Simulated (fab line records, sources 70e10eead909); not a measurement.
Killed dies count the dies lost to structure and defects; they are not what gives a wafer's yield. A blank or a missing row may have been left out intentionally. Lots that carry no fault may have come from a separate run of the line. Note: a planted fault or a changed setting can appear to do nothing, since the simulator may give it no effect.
Matching of chambers	flow nand-harc	NHARC_P_CONTACT_DESCUM_17 on rie-diel-03: 4 sister chambers
The step chemistry O2, time 3 s. 4 wafers are shown with their chamber, then 11 later ones without.

## WAFERS, EACH WITH ITS CHAMBER
wafer	chamber	drypump-motor-current-A (A)
L090.3	0	5.6
L090.4	3	6.1
L090.6	2	6.1
L093.1	1	5.7

## WAFERS WITH NO CHAMBER GIVEN
wafer	drypump-motor-current-A (A)
L093.5	6.1
L093.6	6.0
L096.2	6.1
L096.3	6.1
L096.4	5.5
L096.1	5.6
L096.5	5.6
L096.6	5.6
L097.2	6.1
L097.3	6.1
L097.6	5.7

## EACH ONE'S CHAMBER
wafer	from the rows above	in truth
L093.5	can't be placed: 2 or 3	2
L093.6	can't be placed: 2 or 3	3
L096.2	can't be placed: 2 or 3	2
L096.3	can't be placed: 2 or 3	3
L096.4	0	0
L096.1	0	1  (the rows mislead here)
L096.5	0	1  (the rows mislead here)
L096.6	0	0
L097.2	can't be placed: 2 or 3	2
L097.3	can't be placed: 2 or 3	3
L097.6	1	1
Correct placement for 3 of the 11. Not placeable from these rows: 6 (in 6, the candidates include the true chamber). Wrongly placed: 2.
How it was worked out, from the rows above alone: a wafer's distance from a chamber is the root of the sum, over the readings, of the square of ((its reading less the chamber's mean) divided by the reading's scatter). If the next closest chamber is less than 2 further off than the closest, the wafer can't be placed; otherwise it belongs to the closest. For every chamber, the mean is computed from those of its wafers that are shown. The scatter: with one shown wafer a chamber, the root of the mean of the squares of how far each hidden wafer lies from its nearest shown one.
